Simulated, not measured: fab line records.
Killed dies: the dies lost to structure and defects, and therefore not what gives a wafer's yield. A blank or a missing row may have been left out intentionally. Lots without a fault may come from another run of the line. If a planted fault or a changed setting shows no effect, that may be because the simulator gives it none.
Which of the tools did it? | flow n5-finfet | 24 lots with 72 wafers sampled at 6 steps, on a route of 1938 steps

== WHAT EACH GAUGE READ, for each wafer ==
N5_BEOL_M5_THK_MEAS_01. Usual: M5_ILD_THK 120.6 nm, standard deviation 1.6.
lot  | measured     | on            | M5_ILD_THK (nm)   | flag
L076 | day 8 02:37  | film-metro-01 | 120.7 119.7 121.0 |
L074 | day 8 10:46  | film-metro-01 | 118.8 120.7 122.3 |
L075 | day 8 11:07  | film-metro-01 | 118.3 117.1 120.4 |
L077 | day 9 06:41  | film-metro-02 | 121.8 121.4 121.8 |
L078 | day 9 09:55  | film-metro-02 | 121.5 118.7 121.1 |
L081 | day 9 12:52  | film-metro-02 | 121.6 122.4 122.0 |
L079 | day 9 13:07  | film-metro-01 | 120.0 120.4 123.1 |
L080 | day 9 14:42  | film-metro-02 | 119.8 121.3 121.5 |
L082 | day 10 09:59 | film-metro-01 | 120.3 120.9 120.0 |
L084 | day 10 16:08 | film-metro-01 | 119.9 120.0 120.1 |
L083 | day 10 16:22 | film-metro-01 | 119.4 122.6 122.9 |
L085 | day 10 18:08 | film-metro-02 | 120.4 121.2 122.2 |
L086 | day 10 23:35 | film-metro-01 | 118.7 122.7 120.7 |
L087 | day 11 09:01 | film-metro-01 | 119.6 116.4 122.5 |
L089 | day 11 14:48 | film-metro-01 | 118.7 119.8 118.7 |
L088 | day 11 15:35 | film-metro-01 | 120.7 119.3 121.0 |
L090 | day 11 17:15 | film-metro-01 | 121.5 121.7 123.4 |
L091 | day 11 22:13 | film-metro-02 | 120.6 118.0 121.0 |
L093 | day 12 22:02 | film-metro-02 | 118.3 120.4 122.3 |
L092 | day 12 22:11 | film-metro-02 | 118.2 121.8 123.2 |
L095 | day 13 05:02 | film-metro-01 | 120.0 119.3 122.0 |
L094 | day 13 06:56 | film-metro-02 | 119.7 121.2 122.2 |
L096 | day 13 12:06 | film-metro-01 | 119.9 118.8 120.7 |
L097 | day 13 12:27 | film-metro-02 | 120.4 122.5 122.0 |

N5_BEOL_M5_CD_MEAS_35: target cd 28 nm, target cd y 24 nm. Usual: cd-nm at 27.8 nm, with a standard deviation of 0.4.
lot  | measured     | on        | cd-nm (nm)     | flag
L076 | day 8 05:30  | cd-sem-02 | 26.6 27.6 27.3 |
L074 | day 8 14:14  | cd-sem-02 | 27.4 28.0 27.4 |
L075 | day 8 14:46  | cd-sem-01 | 28.2 27.8 27.6 |
L077 | day 9 11:07  | cd-sem-02 | 28.2 28.2 28.1 |
L078 | day 9 13:53  | cd-sem-01 | 28.3 27.4 28.0 |
L081 | day 9 16:19  | cd-sem-02 | 27.0 27.7 27.0 |
L079 | day 9 16:31  | cd-sem-02 | 28.2 27.4 27.7 |
L080 | day 9 21:04  | cd-sem-03 | 27.4 27.9 27.4 |
L082 | day 10 14:17 | cd-sem-01 | 27.3 27.4 27.9 |
L084 | day 10 19:32 | cd-sem-02 | 27.8 27.7 28.4 |
L083 | day 10 19:56 | cd-sem-02 | 27.9 27.4 27.3 |
L085 | day 11 01:09 | cd-sem-02 | 28.3 28.3 27.8 |
L086 | day 11 04:46 | cd-sem-03 | 27.7 28.2 27.1 |
L087 | day 11 12:11 | cd-sem-03 | 27.7 28.3 27.8 |
L089 | day 11 18:43 | cd-sem-02 | 28.3 28.6 27.3 |
L088 | day 11 19:32 | cd-sem-01 | 28.2 27.8 27.9 |
L090 | day 11 19:56 | cd-sem-02 | 27.8 28.7 28.6 |
L091 | day 12 03:16 | cd-sem-01 | 27.7 27.9 27.5 |
L093 | day 13 00:47 | cd-sem-03 | 27.8 28.0 27.7 |
L092 | day 13 01:13 | cd-sem-02 | 27.8 27.9 28.3 |
L095 | day 13 10:46 | cd-sem-03 | 27.2 27.7 27.3 |
L094 | day 13 10:52 | cd-sem-01 | 28.7 28.5 27.6 |
L096 | day 13 15:57 | cd-sem-03 | 27.4 27.6 27.4 |
L097 | day 13 18:22 | cd-sem-03 | 28.2 27.9 28.1 |

== TOOL THAT RAN EACH LOT (tool first, then ch and the chambers of the sampled wafers, then the start) ==
lot  | N5_BEOL_M4_SURFACE_TREAT_85  | N5_BEOL_M4_SPUTTER_86        | N5_BEOL_M4_ANNEAL_87         | N5_BEOL_M5_DESCUM_16
L076 | pvd-sputter-03, day 7 21:56  | pvd-sputter-03, day 7 22:52  | pvd-sputter-03, day 7 22:57  | rie-diel-03 ch 1,2,3, day 8 03:55
L074 | pvd-sputter-03, day 8 06:09  | pvd-sputter-02, day 8 07:02  | pvd-sputter-02, day 8 07:07  | rie-diel-01 ch 1,3, day 8 12:07
L075 | pvd-sputter-01, day 8 06:26  | pvd-sputter-03, day 8 07:22  | pvd-sputter-03, day 8 07:26  | rie-diel-03 ch 0,1, day 8 12:10
L077 | pvd-sputter-01, day 9 01:51  | pvd-sputter-02, day 9 02:52  | pvd-sputter-02, day 9 02:56  | rie-diel-02 ch 2,3, day 9 09:09
L078 | pvd-sputter-01, day 9 05:05  | pvd-sputter-01, day 9 05:59  | pvd-sputter-01, day 9 06:04  | rie-diel-02 ch 1,2, day 9 11:37
L081 | pvd-sputter-03, day 9 08:14  | pvd-sputter-01, day 9 09:08  | pvd-sputter-01, day 9 09:13  | rie-diel-01 ch 2,3, day 9 14:41
L079 | pvd-sputter-01, day 9 08:14  | pvd-sputter-03, day 9 09:12  | pvd-sputter-03, day 9 09:17  | rie-diel-03 ch 0,3, day 9 14:52
L080 | pvd-sputter-02, day 9 09:54  | pvd-sputter-02, day 9 10:55  | pvd-sputter-02, day 9 11:00  | rie-diel-02 ch 1,2, day 9 17:09
L082 | pvd-sputter-03, day 10 05:10 | pvd-sputter-03, day 10 06:07 | pvd-sputter-03, day 10 06:11 | rie-diel-03 ch 0,1,2, day 10 11:24
L084 | pvd-sputter-03, day 10 11:26 | pvd-sputter-03, day 10 12:20 | pvd-sputter-03, day 10 12:25 | rie-diel-02 ch 1,3, day 10 17:01
L083 | pvd-sputter-01, day 10 11:41 | pvd-sputter-01, day 10 12:38 | pvd-sputter-01, day 10 12:43 | rie-diel-03 ch 1,2,3, day 10 17:15
L085 | pvd-sputter-01, day 10 11:56 | pvd-sputter-02, day 10 14:24 | pvd-sputter-02, day 10 14:29 | rie-diel-01 ch 1,2, day 10 20:16
L086 | pvd-sputter-01, day 10 18:39 | pvd-sputter-02, day 10 19:44 | pvd-sputter-02, day 10 19:49 | rie-diel-02 ch 0,2,3, day 11 02:08
L087 | pvd-sputter-02, day 11 04:20 | pvd-sputter-01, day 11 05:17 | pvd-sputter-01, day 11 05:22 | rie-diel-01 ch 0,1,2, day 11 10:14
L089 | pvd-sputter-03, day 11 10:10 | pvd-sputter-02, day 11 11:04 | pvd-sputter-02, day 11 11:08 | rie-diel-01 ch 0,1,2, day 11 16:49
L088 | pvd-sputter-01, day 11 10:43 | pvd-sputter-03, day 11 11:50 | pvd-sputter-03, day 11 11:55 | rie-diel-03 ch 0,1,2, day 11 17:07
L090 | pvd-sputter-01, day 11 12:00 | pvd-sputter-02, day 11 13:01 | pvd-sputter-02, day 11 13:06 | rie-diel-01 ch 0,1,2, day 11 18:02
L091 | pvd-sputter-02, day 11 17:13 | pvd-sputter-01, day 11 18:26 | pvd-sputter-01, day 11 18:31 | rie-diel-02 ch 0,1,3, day 12 01:46
L093 | pvd-sputter-03, day 12 17:22 | pvd-sputter-03, day 12 18:15 | pvd-sputter-03, day 12 18:20 | rie-diel-02 ch 0,1,2, day 12 23:20
L092 | pvd-sputter-02, day 12 17:23 | pvd-sputter-01, day 12 18:18 | pvd-sputter-01, day 12 18:23 | rie-diel-03 ch 0,3, day 12 23:26
L095 | pvd-sputter-02, day 12 23:53 | pvd-sputter-02, day 13 00:59 | pvd-sputter-02, day 13 01:04 | rie-diel-01 ch 0,2,3, day 13 07:17
L094 | pvd-sputter-01, day 13 02:13 | pvd-sputter-01, day 13 03:11 | pvd-sputter-01, day 13 03:16 | rie-diel-01 ch 0,1,2, day 13 08:16
L096 | pvd-sputter-01, day 13 07:24 | pvd-sputter-03, day 13 08:19 | pvd-sputter-03, day 13 08:24 | rie-diel-01 ch 0,2,3, day 13 14:13
L097 | pvd-sputter-02, day 13 07:25 | pvd-sputter-02, day 13 08:42 | pvd-sputter-02, day 13 08:47 | rie-diel-02 ch 1,2,3, day 13 14:17
- N5_BEOL_M4_SURFACE_TREAT_85
- N5_BEOL_M4_SPUTTER_86: material Cu, target thk 4.5 nm, time 8.29 s.
- N5_BEOL_M4_ANNEAL_87: time 240 s.
- N5_BEOL_M5_DESCUM_16: chemistry O2, time 7 s.

== AS READ BY THE TOOLS THEMSELVES (means over the sampled wafers that have a number; for cases with no such wafer, the mark the record gives instead) ==
N5_BEOL_M4_SPUTTER_86. Usual: susceptor-temp-C -20.00 C, standard deviation 0.11; throttle-valve-pct 30.6 %, standard deviation 1.3.
lot  | tool           | susceptor-temp-C (C) | throttle-valve-pct (%) | flag
L076 | pvd-sputter-03 | -19.90               | 29.9                   |
L074 | pvd-sputter-02 | -19.97               | 31.7                   |
L075 | pvd-sputter-03 | -19.99               | 30.1                   |
L077 | pvd-sputter-02 | -20.02               | 30.8                   |
L078 | pvd-sputter-01 | -20.09               | 30.5                   |
L081 | pvd-sputter-01 | -20.10               | 29.8                   |
L079 | pvd-sputter-03 | -20.00               | 31.0                   |
L080 | pvd-sputter-02 | -20.05               | 31.6                   |
L082 | pvd-sputter-03 | -20.01               | 31.0                   |
L084 | pvd-sputter-03 | -20.10               | 29.9                   |
L083 | pvd-sputter-01 | -19.88               | 29.8                   |
L085 | pvd-sputter-02 | -19.98               | 31.1                   |
L086 | pvd-sputter-02 | -20.00               | 31.1                   |
L087 | pvd-sputter-01 | -20.03               | 30.4                   |
L089 | pvd-sputter-02 | -19.90               | 30.8                   |
L088 | pvd-sputter-03 | -19.95               | 28.9                   |
L090 | pvd-sputter-02 | -19.93               | 31.4                   |
L091 | pvd-sputter-01 | -20.10               | 29.8                   |
L093 | pvd-sputter-03 | -20.07               | 29.8                   |
L092 | pvd-sputter-01 | -20.08               | 29.8                   |
L095 | pvd-sputter-02 | -19.99               | 31.9                   |
L094 | pvd-sputter-01 | -20.05               | 28.9                   |
L096 | pvd-sputter-03 | -19.98               | 29.9                   |
L097 | pvd-sputter-02 | -19.93               | 31.9                   |

N5_BEOL_M4_ANNEAL_87. Usual: heater-power-w 855 W, standard deviation 130; susceptor-temp-C 399.98 C, standard deviation 0.2.
lot  | tool           | heater-power-w (W) | susceptor-temp-C (C) | flag
L076 | pvd-sputter-03 | 725                | 400.07               |
L074 | pvd-sputter-02 | 813                | 400.04               |
L075 | pvd-sputter-03 | 858                | 400.01               |
L077 | pvd-sputter-02 | 981                | 399.92               |
L078 | pvd-sputter-01 | 803                | 400.16               |
L081 | pvd-sputter-01 | 799                | 399.98               |
L079 | pvd-sputter-03 | 810                | 400.01               |
L080 | pvd-sputter-02 | 718                | 399.97               |
L082 | pvd-sputter-03 | 873                | 400.00               |
L084 | pvd-sputter-03 | 855                | 399.86               |
L083 | pvd-sputter-01 | 820                | 399.83               |
L085 | pvd-sputter-02 | 1005               | 400.10               |
L086 | pvd-sputter-02 | 861                | 400.01               |
L087 | pvd-sputter-01 | 904                | 399.81               |
L089 | pvd-sputter-02 | 992                | 399.90               |
L088 | pvd-sputter-03 | 860                | 400.04               |
L090 | pvd-sputter-02 | 719                | 399.87               |
L091 | pvd-sputter-01 | 808                | 400.01               |
L093 | pvd-sputter-03 | 859                | 399.85               |
L092 | pvd-sputter-01 | 835                | 399.85               |
L095 | pvd-sputter-02 | 785                | 400.03               |
L094 | pvd-sputter-01 | 808                | 400.12               |
L096 | pvd-sputter-03 | 856                | 399.92               |
L097 | pvd-sputter-02 | 780                | 399.80               |

N5_BEOL_M5_DESCUM_16. Usual: drypump-motor-current-A 5.8 A, standard deviation 0.41; oes-product-au 0.77 a.u., standard deviation 0.088; rf-vpp-V 243.4 V, standard deviation 1.3; showerhead-plenum-p-Torr 2.12 Torr, standard deviation 0.063; throttle-valve-pct 20.56 %, standard deviation 0.28.
lot  | tool        | drypump-motor-current-A (A) | oes-product-au (a.u.) | rf-vpp-V (V) | showerhead-plenum-p-Torr (Torr) | throttle-valve-pct (%) | flag
L076 | rie-diel-03 | 6.2                         | 0.79                  | 243.3        | 2.14                            | 20.53                  |
L074 | rie-diel-01 | 6.1                         | 0.67                  | 242.7        | 2.05                            | 20.42                  |
L075 | rie-diel-03 | 5.8                         | 0.73                  | 243.3        | 2.12                            | 20.66                  |
L077 | rie-diel-02 | 5.9                         | 0.70                  | 242.4        | 2.11                            | 20.90                  |
L078 | rie-diel-02 | 5.9                         | 0.73                  | 243.4        | 2.12                            | 20.69                  |
L081 | rie-diel-01 | 5.7                         | 0.79                  | 244.1        | 2.09                            | 20.57                  |
L079 | rie-diel-03 | 6.3                         | 0.78                  | 244.6        | 2.20                            | 20.28                  |
L080 | rie-diel-02 | 5.8                         | 0.72                  | 242.5        | 2.07                            | 20.77                  |
L082 | rie-diel-03 | 6.1                         | 0.73                  | 243.5        | 2.12                            | 20.55                  |
L084 | rie-diel-02 | 5.7                         | 0.70                  | 241.0        | 2.03                            | 20.92                  |
L083 | rie-diel-03 | 6.2                         | 0.77                  | 243.7        | 2.14                            | 20.54                  |
L085 | rie-diel-01 | 5.5                         | 0.90                  | 242.8        | 2.09                            | 20.33                  |
L086 | rie-diel-02 | 5.9                         | 0.79                  | 243.5        | 2.14                            | 20.65                  |
L087 | rie-diel-01 | 5.4                         | 0.82                  | 244.2        | 2.13                            | 20.48                  |
L089 | rie-diel-01 | 5.4                         | 0.82                  | 243.7        | 2.13                            | 20.48                  |
L088 | rie-diel-03 | 6.1                         | 0.73                  | 243.4        | 2.12                            | 20.56                  |
L090 | rie-diel-01 | 5.4                         | 0.82                  | 243.9        | 2.13                            | 20.48                  |
L091 | rie-diel-02 | 5.8                         | 0.76                  | 243.0        | 2.08                            | 20.75                  |
L093 | rie-diel-02 | 5.9                         | 0.77                  | 243.2        | 2.11                            | 20.62                  |
L092 | rie-diel-03 | 6.3                         | 0.78                  | 244.3        | 2.19                            | 20.34                  |
L095 | rie-diel-01 | 5.6                         | 0.83                  | 243.6        | 2.11                            | 20.39                  |
L094 | rie-diel-01 | 5.4                         | 0.80                  | 242.9        | 2.12                            | 20.51                  |
L096 | rie-diel-01 | 5.6                         | 0.83                  | 244.4        | 2.11                            | 20.40                  |
L097 | rie-diel-02 | 5.8                         | 0.69                  | 242.5        | 2.08                            | 20.87                  |

== THE ANSWER, worked out from the rows above alone ==
Rule: a lot counts as off when the mean over its wafers that have a number is more than 3 standard deviations away from the usual mean. Also off: a lot with no number at a reading for which 4 or more lots have one. All remaining lots with rows at the step are treated as sound. The gauges are gone through in route order, then the tools' own readings, and for those a lot's mean is taken as printed above. The first step at which some lot is off is used, and at that step the reading that is off furthest; a lot without a number counts as furthest.
Across all readings shown, no lot is off: no conclusion can be drawn from this.

== WHAT WAS PUT IN BY THE SIMULATOR ==
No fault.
